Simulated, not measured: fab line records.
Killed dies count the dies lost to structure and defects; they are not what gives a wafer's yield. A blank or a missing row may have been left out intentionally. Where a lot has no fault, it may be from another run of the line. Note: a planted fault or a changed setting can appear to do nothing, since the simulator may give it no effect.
fab line records	flow nandHarc
record lots=24	wafers=72	lastDay=33
route steps=1302 shown P_BONDPAD@372 A_CHANNEL_FILL_D1@513 A_DECK1_JOINT@539 A_CHANNEL_HOLE_D2@593
lots that met no fault: from a run of the same line without faults
startH: start of the lot's first displayed wafer, in hours after the record's first day	waitH: hours from the lot's prior step to this one	" unchanged from the row above	L1.1+2: a single row standing in for several wafers	- no value, or no start was given	* or withheld: withheld	< > ~ a bound
route shown NAME@n: NAME is a module with steps in the file, n the number in the route of the first one	usual: the fault-free wafers' mean and standard deviation	same: alike in all rows	chamber/n: place in a boat	sites: per-site readings	_std_site: standard deviation of those values	_edge_site: inner sites' mean taken away from outer sites' mean	radiusMm: for every site, how far away it sits from the centre of the wafer	mask NAME#n: copy n	behind: the last tool/chamber to shape the wafer	hold: reason for holding the lot/hours on hold/outcome of the hold	device: the n, p or np transistor that did not switch	end of line: tests of these same wafers at the route's end	step lacking rows: just its recipe	killed: not the wafer's yield, but the dies lost to structure and defects at the first sort	map: dies across one wafer; x = killed, . = not, _ = none there
set.NAME: setting as actually run; set.NAME@STEP: the setting as run at that earlier step	model.NAME: the simulator's own value behind a step, which no gauge read
a sample of lots followed through the steps of the route, with each step as a table and each wafer as a row
services: when a tool's chamber went out of use (startH, in hours from the record's first day, below 0 if earlier), for how many hours, and the reason
## steps
# step NHARC_P_BONDPAD_ETCH_24
# recipe targetDepthA=300	overEtchFrac=0.3	timeS=72.99	ionEnergyEv=150	cf4FlowSccm=50	n2FlowSccm=100	arFlowSccm=150	rfW=300	biasW=100	chemistry=CF4/N2
# usual drypumpMotorCurrentA=5.7/0.47	oesProductAu=0.999/0.0062	rfVppV=314.7/2	showerheadPlenumPTorr=2.66/0.11	throttleValvePct=19.795/0.0085
lot.wafer	tool	chamber	startH	waitH	drypumpMotorCurrentA	oesProductAu	rfHoursCounterH	rfVppV	showerheadPlenumPTorr	throttleValvePct
L074.1	rieDiel-08	1	-	-	6.4	1.009	6.9	313.7	2.58	19.791
L074.5	"	1	"	"	6.4	0.998	-	314.3	2.58	19.794
L074.6	"	2	"	"	6.1	0.994	-	315.2	2.71	19.806
L075.3	rieDiel-08	2	149.30	0.1	6.1	1.002	7.2	316.7	2.71	19.804
L075.2	"	0	"	"	5.2	0.999	7.9	315.6	2.68	19.799
L075.6	"	0	"	"	5.2	1.005	-	315.0	2.68	19.798
L076.4	rieDiel-07	1	-	-	6.2	1.013	0.5	318.0	2.81	19.803
L076.2	"	3	"	"	5.8	1.003	0.5	314.3	2.58	19.786
L076.6	"	2	"	"	5.8	1.014	-	312.5	2.57	19.790
L077.1	rieDiel-07	2	-	-	5.8	1.000	0.8	313.2	2.57	19.785
L077.5	"	2	"	"	5.8	1.006	-	312.6	2.57	19.780
L077.6	"	3	"	"	5.8	1.006	-	314.6	2.58	19.798
L078.4	rieDiel-07	1	-	-	6.2	1.007	0.8	316.7	2.81	19.797
L078.1	"	3	"	"	5.8	1.008	0.9	312.3	2.58	19.799
L078.5	"	1	"	"	6.2	1.002	-	318.4	2.81	19.788
L079.3	rieDiel-07	2	-	-	5.8	1.005	1.5	312.6	2.57	19.799
L079.1	"	3	"	"	5.8	1.000	1.5	312.6	2.58	19.795
L079.6	"	2	"	"	5.8	0.994	-	314.1	2.57	19.785
L080.2	rieDiel-07	1	-	-	6.2	1.003	2.1	317.0	2.81	19.800
L080.1	"	3	"	"	5.8	1.005	1.9	312.8	2.58	19.811
L080.6	"	1	"	"	6.2	1.013	-	318.0	2.81	19.798
L081.3	rieDiel-12	2	-	-	5.8	1.000	5.0	314.9	2.63	19.787
L081.4	"	3	"	"	5.6	0.996	4.9	310.6	2.49	19.773
L081.1	"	0	"	"	5.8	1.000	4.9	311.7	2.47	19.781
L082.2	rieDiel-12	2	-	-	5.8	0.992	5.1	314.5	2.63	19.801
L082.1	"	3	"	"	5.7	0.997	5.0	311.4	2.49	19.799
L082.3	"	1	"	"	5.5	0.996	4.5	318.4	2.82	19.782
L083.4	rieDiel-07	2	-	-	5.8	0.999	2.3	312.8	2.57	19.802
L083.3	"	0	"	"	4.8	1.008	2.5	314.5	2.76	19.793
L083.5	"	2	"	"	5.8	0.998	-	313.5	2.57	19.795
L084.2	rieDiel-12	0	-	-	5.9	1.008	6.4	310.8	2.46	19.788
L084.3	"	2	"	"	5.8	1.005	7.3	313.9	2.63	19.808
L084.6	"	0	"	"	5.9	1.005	-	312.0	2.46	19.779
L085.1	rieDiel-07	2	-	-	5.8	1.001	3.2	314.0	2.56	19.796
L085.4	"	0	"	"	4.8	0.992	3.4	316.6	2.76	19.796
L085.6	"	3	"	"	5.8	1.001	-	314.0	2.58	19.792
L086.1	rieDiel-12	0	-	-	5.8	1.000	6.7	310.2	2.46	19.786
L086.4	"	2	"	"	5.8	1.002	7.7	315.8	2.63	19.807
L086.5	"	0	"	"	5.8	0.995	-	310.4	2.46	19.800
L087.4	rieDiel-07	2	-	-	5.8	0.999	3.7	312.6	2.56	19.800
L087.2	"	3	"	"	5.8	1.006	3.9	312.2	2.58	19.799
L087.5	"	2	"	"	5.8	1.005	-	312.9	2.56	19.794
L089.4	rieDiel-07	1	-	-	6.2	1.003	3.7	317.1	2.81	19.797
L089.3	"	3	"	"	5.8	1.003	3.9	313.1	2.58	19.784
L089.5	"	1	"	"	6.2	0.998	-	317.9	2.81	19.800
L088.1	rieDiel-07	2	-	-	5.7	0.998	3.8	313.7	2.56	19.790
L088.6	"	1	"	"	6.2	1.008	-	316.0	2.81	19.804
L088.5	"	2	"	"	5.8	0.997	-	313.0	2.56	19.795
L090.1	rieDiel-12	2	294.25	0.1	5.8	0.989	1.6	314.2	2.63	19.810
L090.5	"	1	"	"	5.5	0.993	-	316.8	2.81	19.794
L090.6	"	3	"	"	5.7	1.000	-	311.4	2.49	19.791
L091.1	rieDiel-12	1	301.05	0.1	5.5	0.993	3.0	316.6	2.81	19.799
L091.3	"	3	"	"	5.6	0.993	2.5	310.2	2.49	19.791
L091.4	"	2	"	"	5.8	0.987	-	314.1	2.63	19.796
L092.4	rieDiel-08	0	-	-	5.2	0.993	5.4	315.8	2.68	19.794
L092.1	"	2	"	"	6.1	1.001	4.9	316.2	2.71	19.793
L092.2	"	3	"	"	5.3	0.999	4.7	314.4	2.61	19.795
L093.2	rieDiel-08	3	-	-	5.3	0.999	4.8	314.2	2.62	19.808
L093.4	"	0	"	"	5.2	0.999	5.6	314.6	2.68	19.799
L093.3	"	1	"	"	6.4	0.990	5.8	312.0	2.57	19.796
L094.3	rieDiel-07	3	-	-	5.8	0.999	0.9	313.9	2.58	19.809
L094.5	"	3	"	"	5.8	0.996	-	314.4	2.58	19.810
L094.6	"	0	"	"	4.7	0.995	-	316.0	2.76	19.790
L095.1	rieDiel-07	3	-	-	5.8	0.999	1.0	314.2	2.58	19.811
L095.4	"	0	"	"	4.8	0.994	1.0	315.4	2.76	19.802
L095.3	"	2	"	"	5.8	1.000	1.3	313.4	2.56	19.790
L096.4	rieDiel-07	3	-	-	5.8	0.997	1.2	314.0	2.58	19.809
L096.6	"	1	"	"	6.2	1.004	-	317.4	2.80	19.788
L096.5	"	2	"	"	5.8	0.988	-	313.2	2.56	19.798
L097.1	rieDiel-08	1	-	-	6.5	1.008	8.6	313.6	2.57	19.792
L097.4	"	2	"	"	6.1	1.012	7.8	315.9	2.71	19.793
L097.6	"	1	"	"	6.4	0.999	-	313.9	2.57	19.802
# step NHARC_P_BONDPAD_ANNEAL_28
# recipe tempC=225	timeS=90
# usual wafer_temp_C_max=226.0/0.44
lot.wafer	tool	chamber	startH	waitH	wafer_temp_C_max
L074.1	rtpAnneal-01	0	143.77	-	225.8
L074.5	"	0	"	"	225.6
L074.6	"	0	"	"	225.7
L075.2	rtpAnneal-02	0	150.49	0.3	226.5
L075.3	"	0	"	"	226.6
L075.6	"	0	"	"	226.6
L076.2	rtpAnneal-02	0	157.16	0.3	226.8
L076.4	"	0	"	"	225.9
L076.6	"	0	"	"	226.1
L077.1	rtpAnneal-01	0	167.83	-	225.6
L077.5	"	0	"	"	225.7
L077.6	"	0	"	"	225.3
L078.1	rtpAnneal-02	0	170.56	-	226.2
L078.4	"	0	"	"	226.2
L078.5	"	0	"	"	226.4
L079.1	rtpAnneal-01	0	188.92	0.3	225.8
L079.3	"	0	"	"	225.7
L079.6	"	0	"	"	225.6
L080.1	rtpAnneal-01	0	194.65	-	225.9
L080.2	"	0	"	"	226.1
L080.6	"	0	"	"	225.8
L081.1	rtpAnneal-02	0	210.78	0.4	226.9
L081.3	"	0	"	"	226.5
L081.4	"	0	"	"	226.5
L082.1	rtpAnneal-01	0	212.29	0.3	225.5
L082.2	"	0	"	"	225.7
L082.3	"	0	"	"	225.6
L083.3	rtpAnneal-01	0	225.55	0.4	225.5
L083.4	"	0	"	"	225.6
L083.5	"	0	"	"	225.8
L084.2	rtpAnneal-01	0	236.35	-	225.5
L084.3	"	0	"	"	226.0
L084.6	"	0	"	"	225.8
L085.1	rtpAnneal-01	0	251.59	-	225.4
L085.4	"	0	"	"	225.6
L085.6	"	0	"	"	225.6
L086.1	rtpAnneal-01	0	254.21	0.3	225.2
L086.4	"	0	"	"	225.5
L086.5	"	0	"	"	225.8
L087.2	rtpAnneal-02	0	279.09	-	226.9
L087.4	"	0	"	"	226.8
L087.5	"	0	"	"	226.4
L089.3	rtpAnneal-01	0	279.60	-	225.6
L089.4	"	0	"	"	225.7
L089.5	"	0	"	"	225.4
L088.1	rtpAnneal-01	0	280.12	-	225.8
L088.5	"	0	"	"	225.4
L088.6	"	0	"	"	225.7
L090.1	rtpAnneal-01	0	295.42	0.3	225.4
L090.5	"	0	"	"	225.5
L090.6	"	0	"	"	225.5
L091.1	rtpAnneal-02	0	302.24	0.3	226.1
L091.3	"	0	"	"	226.2
L091.4	"	0	"	"	226.1
L092.1	rtpAnneal-02	0	313.84	0.3	226.5
L092.2	"	0	"	"	226.5
L092.4	"	0	"	"	226.5
L093.2	rtpAnneal-02	0	323.52	-	226.0
L093.3	"	0	"	"	226.5
L093.4	"	0	"	"	226.0
L094.3	rtpAnneal-02	0	337.23	-	226.2
L094.5	"	0	"	"	226.7
L094.6	"	0	"	"	226.3
L095.1	rtpAnneal-02	0	344.63	-	226.2
L095.3	"	0	"	"	226.3
L095.4	"	0	"	"	226.2
L096.4	rtpAnneal-01	0	354.99	-	225.6
L096.5	"	0	"	"	225.6
L096.6	"	0	"	"	225.5
L097.1	rtpAnneal-02	0	367.77	0.3	226.2
L097.4	"	0	"	"	226.5
L097.6	"	0	"	"	226.3
# step NHARC_A_CHANNEL_FILL_D1_CMP_10
# recipe targetThkNm=150
# usual motorCurrentA=12.3/0.89	timeToEndpointS=14.7/2
lot.wafer	tool	chamber	startH	waitH	motorCurrentA	timeToEndpointS
L074.1	cmp-03	3	244.77	0.4	12.4	16.3
L074.5	"	0	"	"	13.5	17.3
L074.6	"	1	"	"	12.4	15.8
L075.2	cmp-04	0	254.13	0.4	11.3	13.7
L075.3	"	3	"	"	11.9	14.0
L075.6	"	1	"	"	11.9	10.9
L076.4	cmp-03	3	268.63	0.5	12.5	17.1
L076.2	"	1	"	"	11.5	13.9
L076.6	"	3	"	"	12.7	15.9
L078.4	cmp-04	3	268.65	0.5	12.3	13.9
L078.1	"	0	"	"	10.8	15.4
L078.5	"	3	"	"	11.6	12.8
L077.1	cmp-02	1	274.26	0.4	12.2	12.3
L077.6	"	1	"	"	11.6	14.4
L077.5	"	2	"	"	12.7	14.1
L079.1	cmp-04	2	288.39	0.4	13.8	16.7
L079.3	"	3	"	"	11.9	19.0
L079.6	"	0	"	"	10.6	15.6
L080.2	cmp-03	2	293.70	0.4	13.1	14.0
L080.1	"	0	"	"	13.1	15.8
L080.6	"	1	"	"	11.6	13.8
L082.2	cmp-03	1	305.54	0.4	12.0	14.4
L082.1	"	2	"	"	14.0	12.8
L082.3	"	0	"	"	13.3	19.0
L081.4	cmp-03	1	312.82	0.4	11.8	13.5
L081.1	"	2	"	"	13.2	11.2
L081.3	"	3	"	"	12.2	14.1
L083.3	cmp-03	2	327.97	0.4	13.4	9.8
L083.4	"	3	"	"	11.7	13.7
L083.5	"	2	"	"	13.0	11.4
L084.3	cmp-04	0	341.34	0.4	10.7	17.9
L084.2	"	1	"	"	12.4	16.1
L084.6	"	0	"	"	11.0	16.8
L086.4	cmp-03	1	349.34	0.4	11.4	15.8
L086.1	"	2	"	"	13.1	9.6
L086.5	"	2	"	"	12.6	11.5
L085.4	cmp-04	3	349.39	0.4	12.0	12.7
L085.1	"	0	"	"	11.6	12.6
L085.6	"	1	"	"	12.1	14.2
L088.1	cmp-02	2	378.96	0.4	13.3	17.1
L088.5	"	0	"	"	13.3	14.1
L088.6	"	1	"	"	11.7	13.5
L089.3	cmp-02	3	382.02	0.4	10.4	14.4
L089.4	"	1	"	"	11.9	10.1
L089.5	"	3	"	"	10.8	14.2
L087.2	cmp-03	2	382.02	0.4	13.2	13.9
L087.4	"	0	"	"	13.3	16.8
L087.5	"	3	"	"	12.7	16.6
L090.1	cmp-02	2	390.37	0.4	12.5	15.3
L090.5	"	2	"	"	13.1	13.8
L090.6	"	3	"	"	10.8	14.4
L091.3	cmp-02	1	404.86	0.4	12.3	15.0
L091.4	"	2	"	"	12.7	15.2
L091.1	"	3	"	"	11.0	17.6
L092.1	cmp-04	2	414.32	0.4	13.0	13.3
L092.4	"	3	"	"	11.8	18.0
L092.2	"	0	"	"	10.8	11.3
L093.4	cmp-04	1	421.97	0.4	11.8	14.8
L093.2	"	2	"	"	12.7	12.4
L093.3	"	0	"	"	10.8	12.4
L094.3	cmp-04	2	442.98	0.4	13.2	17.0
L094.6	"	1	"	"	12.7	15.3
L094.5	"	2	"	"	13.4	15.0
L095.4	cmp-04	3	447.88	0.4	11.9	14.2
L095.3	"	0	"	"	10.8	17.0
L095.1	"	2	"	"	12.9	13.1
L096.4	cmp-03	2	451.93	0.4	12.8	15.9
L096.6	"	1	"	"	12.5	15.6
L096.5	"	2	"	"	13.4	15.1
L097.1	cmp-02	2	472.41	0.4	12.3	15.4
L097.4	"	3	"	"	10.8	13.8
L097.6	"	2	"	"	12.9	16.6
# step NHARC_A_DECK1_JOINT_CMP_02
# recipe material=SiOx
# usual motorCurrentA=12.4/1
lot.wafer	tool	chamber	startH	waitH	motorCurrentA
L074.1	cmp-04	1	280.70	0.4	11.8
L074.5	"	0	"	"	10.4
L074.6	"	1	"	"	11.7
L075.3	cmp-02	3	287.08	0.4	11.5
L075.2	"	1	"	"	12.1
L075.6	"	0	"	"	14.0
L076.2	cmp-04	0	302.01	0.4	10.7
L076.4	"	2	"	"	13.1
L076.6	"	0	"	"	11.1
L078.1	cmp-02	2	302.01	0.4	12.8
L078.4	"	3	"	"	11.0
L078.5	"	2	"	"	13.2
L077.1	cmp-01	2	309.29	0.4	13.4
L077.6	"	1	"	"	13.1
L077.5	"	2	"	"	13.2
L079.1	cmp-02	1	319.43	0.4	12.6
L079.3	"	3	"	"	10.9
L079.6	"	2	"	"	13.2
L080.1	cmp-02	0	326.43	0.4	13.4
L080.2	"	2	"	"	13.0
L080.6	"	3	"	"	11.1
L082.3	cmp-01	1	343.41	0.4	13.1
L082.1	"	2	"	"	13.2
L082.2	"	0	"	"	12.3
L081.1	cmp-01	1	348.57	0.4	13.5
L081.4	"	3	"	"	11.3
L081.3	"	0	"	"	12.8
L083.3	cmp-02	0	361.52	0.4	13.3
L083.4	"	1	"	"	11.4
L083.5	"	1	"	"	11.5
L084.2	cmp-04	3	379.79	0.4	11.7
L084.3	"	0	"	"	11.0
L084.6	"	2	"	"	12.7
L086.4	cmp-04	3	382.69	0.4	12.2
L086.1	"	1	"	"	12.1
L086.5	"	3	"	"	11.9
L085.4	cmp-02	2	382.74	0.4	12.7
L085.1	"	3	"	"	11.0
L085.6	"	1	"	"	11.7
L089.4	cmp-04	0	415.94	0.4	10.5
L089.3	"	1	"	"	11.7
L089.5	"	2	"	"	13.1
L088.1	cmp-01	3	415.96	0.4	10.6
L088.6	"	0	"	"	12.7
L088.5	"	1	"	"	13.8
L087.2	cmp-01	3	416.06	0.5	11.7
L087.4	"	0	"	"	13.0
L087.5	"	3	"	"	10.7
L090.1	cmp-02	0	426.94	0.4	13.9
L090.6	"	1	"	"	11.2
L090.5	"	2	"	"	13.0
L092.4	cmp-01	2	448.46	0.4	13.6
L092.2	"	0	"	"	12.2
L092.1	"	1	"	"	13.0
L091.1	cmp-02	0	449.77	0.4	14.1
L091.4	"	1	"	"	12.4
L091.3	"	2	"	"	13.2
L093.3	cmp-04	2	455.24	0.4	12.3
L093.2	"	3	"	"	12.1
L093.4	"	1	"	"	12.0
L094.3	cmp-02	2	475.32	0.4	12.3
L094.6	"	1	"	"	12.4
L094.5	"	2	"	"	12.4
L095.4	cmp-04	1	487.45	0.4	11.8
L095.1	"	3	"	"	12.4
L095.3	"	0	"	"	10.3
L096.4	cmp-02	2	487.50	0.4	12.9
L096.6	"	0	"	"	12.8
L096.5	"	1	"	"	12.3
L097.4	cmp-02	2	508.36	0.4	12.5
L097.1	"	3	"	"	11.1
L097.6	"	0	"	"	13.2
# step NHARC_A_CHANNEL_HOLE_D2_ETCH_21
# recipe biasV=3000	sourceW=withheld	pressureMtorr=20	timeS=514.3	arFlowSccm=375	c4f8FlowSccm=89.3	o2FlowSccm=35.7	tempC=-20	targetDepthA=16000	chemistry=C4F8/O2/Ar
# usual drypumpMotorCurrentA=6.0/0.64	showerheadPlenumPTorr=3.69/0.098	throttleValvePct=32.154/0.0093
lot.wafer	tool	chamber	startH	waitH	drypumpMotorCurrentA	rfHoursCounterH	showerheadPlenumPTorr	throttleValvePct
L074.1	harEtch-01	0	299.40	0.3	6.1	165	3.69	32.146
L074.5	"	0	"	"	6.2	-	3.69	32.155
L074.6	"	1	"	"	6.6	-	3.69	32.156
L075.2	harEtch-02	1	305.57	0.3	5.0	353	3.59	32.153
L075.3	"	1	"	"	4.9	-	3.59	32.168
L075.6	"	0	"	"	6.3	-	3.74	32.163
L078.1	harEtch-02	0	321.13	0.3	6.3	349	3.74	32.157
L078.4	"	1	"	"	5.0	-	3.59	32.143
L078.5	"	0	"	"	6.3	-	3.74	32.152
L076.2	harEtch-01	0	321.29	0.3	6.1	172	3.68	32.151
L076.4	"	1	"	"	6.6	-	3.69	32.156
L076.6	"	0	"	"	6.2	-	3.69	32.163
L077.1	harEtch-02	0	333.18	0.3	6.3	361	3.73	32.164
L077.6	"	0	"	"	6.3	-	3.73	32.151
L077.5	"	1	"	"	5.0	-	3.59	32.158
L079.1	harEtch-01	1	338.72	0.3	6.7	188	3.68	32.163
L079.3	"	1	"	"	6.6	-	3.68	32.155
L079.6	"	1	"	"	6.7	-	3.68	32.151
L080.1	harEtch-02	0	344.71	0.3	6.3	368	3.73	32.155
L080.2	"	1	"	"	5.0	376	3.58	32.139
L080.6	"	1	"	"	5.0	-	3.58	32.134
L082.1	harEtch-02	0	363.67	0.3	6.3	380	3.72	32.151
L082.2	"	1	"	"	5.0	387	3.58	32.155
L082.3	"	0	"	"	6.3	-	3.72	32.155
L081.1	harEtch-02	0	367.82	0.3	6.3	383	3.72	32.165
L081.3	"	0	"	"	6.3	-	3.72	32.143
L081.4	"	1	"	"	5.0	-	3.57	32.148
L083.4	harEtch-02	0	380.39	0.3	6.3	-	3.71	32.158
L083.3	"	1	"	"	5.0	-	3.57	32.151
L083.5	"	1	"	"	5.0	-	3.57	32.163
L084.2	harEtch-02	1	402.33	0.3	4.9	0	3.93	32.159
L084.3	"	0	"	"	6.3	-	3.71	32.163
L084.6	"	0	"	"	6.3	-	3.71	32.134
L085.1	harEtch-01	0	402.88	0.3	6.2	226	3.66	32.153
L085.4	"	1	"	"	6.7	-	3.66	32.157
L085.6	"	0	"	"	6.2	-	3.66	32.136
L086.1	harEtch-02	0	406.56	0.3	6.3	4	3.71	32.152
L086.4	"	0	"	"	6.3	-	3.71	32.158
L086.5	"	1	"	"	5.0	-	3.93	32.165
L088.1	harEtch-02	0	437.34	0.3	6.3	20	3.70	32.151
L088.6	"	0	"	"	6.3	-	3.70	32.154
L088.5	"	1	"	"	5.0	-	3.92	32.167
L089.3	harEtch-01	0	438.56	0.3	6.2	-	3.65	32.153
L089.4	"	1	"	"	6.7	-	3.65	32.146
L089.5	"	1	"	"	6.7	-	3.65	32.158
L087.2	harEtch-02	0	441.48	0.3	6.3	24	3.70	32.139
L087.4	"	0	"	"	6.3	-	3.70	32.158
L087.5	"	0	"	"	6.3	-	3.70	32.141
L090.1	harEtch-01	0	447.41	0.3	6.2	252	3.64	32.163
L090.5	"	0	"	"	6.2	-	3.64	32.177
L090.6	"	1	"	"	6.6	-	3.64	32.146
L091.1	harEtch-02	0	470.11	0.3	6.3	39	3.69	32.153
L091.3	"	0	"	"	6.4	-	3.69	32.158
L091.4	"	1	"	"	5.0	-	3.91	32.144
L092.2	harEtch-01	1	470.99	0.3	6.7	264	3.64	32.135
L092.1	"	0	"	"	6.1	264	3.64	32.169
L092.4	"	0	"	"	6.1	-	3.64	32.153
L093.2	harEtch-01	0	475.21	0.3	6.1	268	3.63	32.154
L093.4	"	1	"	"	6.7	-	3.63	32.159
L093.3	"	0	"	"	6.1	-	3.63	32.155
L094.3	harEtch-01	1	500.76	0.3	6.6	-	3.62	32.151
L094.5	"	0	"	"	6.1	-	3.62	32.157
L094.6	"	1	"	"	6.7	-	3.62	32.159
L095.1	harEtch-01	0	506.34	0.3	6.2	287	3.62	32.148
L095.3	"	1	"	"	6.7	-	3.62	32.159
L095.4	"	0	"	"	6.2	-	3.62	32.160
L096.4	harEtch-02	0	508.37	0.3	6.3	-	3.68	32.146
L096.5	"	0	"	"	6.3	-	3.68	32.154
L096.6	"	1	"	"	5.0	-	3.90	32.159
L097.1	harEtch-01	0	527.62	0.3	6.2	299	3.62	32.158
L097.4	"	1	"	"	6.7	-	3.62	32.164
L097.6	"	1	"	"	6.7	-	3.62	32.146
# step NHARC_A_CHANNEL_HOLE_D2_ETCH_25
# recipe biasV=5000	sourceW=withheld	pressureMtorr=20	timeS=1040.2	arFlowSccm=375	c4f8FlowSccm=93.8	o2FlowSccm=31.2	tempC=-20	targetDepthA=15000	chemistry=C4F8/O2/Ar
# usual drypumpMotorCurrentA=6.0/0.64	showerheadPlenumPTorr=3.68/0.098	throttleValvePct=32.235/0.0096
lot.wafer	tool	chamber	startH	waitH	drypumpMotorCurrentA	rfHoursCounterH	showerheadPlenumPTorr	throttleValvePct
L074.1	harEtch-01	0	301.85	0.6	6.1	167	3.68	32.243
L074.5	"	0	"	"	6.1	-	3.68	32.240
L074.6	"	1	"	"	6.7	-	3.68	32.235
L075.2	harEtch-02	1	308.04	0.6	5.0	355	3.59	32.236
L075.3	"	1	"	"	5.0	-	3.59	32.217
L075.6	"	0	"	"	6.3	-	3.73	32.225
L078.1	harEtch-02	0	323.67	0.7	6.3	352	3.73	32.236
L078.4	"	1	"	"	5.0	-	3.59	32.235
L078.5	"	0	"	"	6.3	-	3.73	32.238
L076.2	harEtch-01	0	323.84	0.7	6.1	175	3.68	32.222
L076.4	"	1	"	"	6.7	-	3.68	32.256
L076.6	"	0	"	"	6.2	-	3.68	32.225
L077.1	harEtch-02	0	335.67	0.6	6.3	363	3.72	32.235
L077.6	"	0	"	"	6.3	-	3.72	32.217
L077.5	"	1	"	"	5.0	-	3.58	32.244
L079.1	harEtch-01	1	341.25	0.7	6.7	190	3.67	32.247
L079.3	"	1	"	"	6.6	-	3.67	32.231
L079.6	"	1	"	"	6.6	-	3.67	32.239
L080.1	harEtch-02	0	347.18	0.6	6.3	371	3.72	32.233
L080.2	"	1	"	"	5.0	379	3.58	32.236
L080.6	"	1	"	"	5.0	-	3.58	32.224
L082.1	harEtch-02	0	366.13	0.6	6.4	382	3.71	32.240
L082.2	"	1	"	"	5.0	390	3.57	32.221
L082.3	"	0	"	"	6.4	-	3.71	32.222
L081.1	harEtch-02	0	370.30	0.6	6.3	386	3.71	32.243
L081.3	"	0	"	"	6.3	-	3.71	32.229
L081.4	"	1	"	"	5.0	-	3.57	32.221
L083.4	harEtch-02	0	383.04	0.7	6.3	-	3.71	32.252
L083.3	"	1	"	"	5.0	-	3.56	32.239
L083.5	"	1	"	"	5.0	-	3.56	32.245
L084.2	harEtch-02	1	404.80	0.6	5.0	3	3.93	32.254
L084.3	"	0	"	"	6.3	-	3.71	32.247
L084.6	"	0	"	"	6.4	-	3.71	32.230
L085.1	harEtch-01	0	405.42	0.7	6.2	228	3.65	32.238
L085.4	"	1	"	"	6.6	-	3.65	32.230
L085.6	"	0	"	"	6.1	-	3.65	32.241
L086.1	harEtch-02	0	409.10	0.7	6.3	7	3.70	32.221
L086.4	"	0	"	"	6.3	-	3.70	32.225
L086.5	"	1	"	"	5.0	-	3.92	32.257
L088.1	harEtch-02	0	439.79	0.6	6.3	22	3.70	32.237
L088.6	"	0	"	"	6.3	-	3.70	32.245
L088.5	"	1	"	"	5.0	-	3.91	32.229
L089.3	harEtch-01	0	441.15	0.7	6.2	-	3.64	32.221
L089.4	"	1	"	"	6.6	-	3.64	32.250
L089.5	"	1	"	"	6.6	-	3.64	32.212
L087.2	harEtch-02	0	443.95	0.6	6.3	26	3.69	32.234
L087.4	"	0	"	"	6.3	-	3.69	32.231
L087.5	"	0	"	"	6.3	-	3.69	32.237
L090.1	harEtch-01	0	449.89	0.6	6.2	255	3.64	32.231
L090.5	"	0	"	"	6.1	-	3.64	32.222
L090.6	"	1	"	"	6.7	-	3.64	32.243
L091.1	harEtch-02	0	472.58	0.6	6.3	41	3.69	32.222
L091.3	"	0	"	"	6.3	-	3.68	32.238
L091.4	"	1	"	"	5.0	-	3.90	32.235
L092.2	harEtch-01	1	473.45	0.6	6.6	266	3.63	32.227
L092.1	"	0	"	"	6.2	266	3.63	32.234
L092.4	"	0	"	"	6.2	-	3.63	32.243
L093.2	harEtch-01	0	477.75	0.7	6.2	270	3.63	32.256
L093.4	"	1	"	"	6.6	-	3.63	32.233
L093.3	"	0	"	"	6.1	-	3.63	32.220
L094.3	harEtch-01	1	503.44	0.7	6.7	-	3.62	32.252
L094.5	"	0	"	"	6.2	-	3.62	32.239
L094.6	"	1	"	"	6.6	-	3.62	32.241
L095.1	harEtch-01	0	508.91	0.7	6.2	290	3.62	32.217
L095.3	"	1	"	"	6.6	-	3.62	32.235
L095.4	"	0	"	"	6.2	-	3.62	32.230
L096.4	harEtch-02	0	511.00	0.7	6.3	-	3.67	32.242
L096.5	"	0	"	"	6.3	-	3.67	32.238
L096.6	"	1	"	"	5.0	-	3.89	32.232
L097.1	harEtch-01	0	530.16	0.7	6.1	301	3.61	32.241
L097.4	"	1	"	"	6.7	-	3.61	32.239
L097.6	"	1	"	"	6.7	-	3.61	32.235
## services
tool	chamber	startH	hours	kind
rieDiel-07	2	121.33	6.2	repair
cmp-02	-	134.60	4.0	pm
cmp-02	-	152.90	0.4	repair
cmp-02	-	192.61	1.1	repair
cmp-04	-	209.00	4.0	pm
harEtch-02	-	222.22	0.6	repair
cmp-04	-	225.35	3.0	repair
cmp-02	-	232.60	4.0	pm
rieDiel-07	-	234.53	0.9	repair
rieDiel-07	-	236.77	1.2	repair
rieDiel-07	-	294.20	9.0	pm
cmp-04	-	307.00	4.0	pm
harEtch-02	-	309.72	2.8	repair
cmp-02	-	330.60	4.0	pm
rieDiel-07	3	361.64	23.6	repair
rtpAnneal-01	-	372.00	12.0	pm
harEtch-02	-	384.03	17.0	pm
cmp-04	-	389.52	2.0	repair
cmp-04	-	405.00	4.0	pm
cmp-02	-	407.28	11.3	repair
cmp-02	-	428.60	4.0	pm
cmp-04	-	503.00	4.0	pm
cmp-02	-	518.57	2.6	repair
cmp-02	-	526.60	4.0	pm
## key
fault none
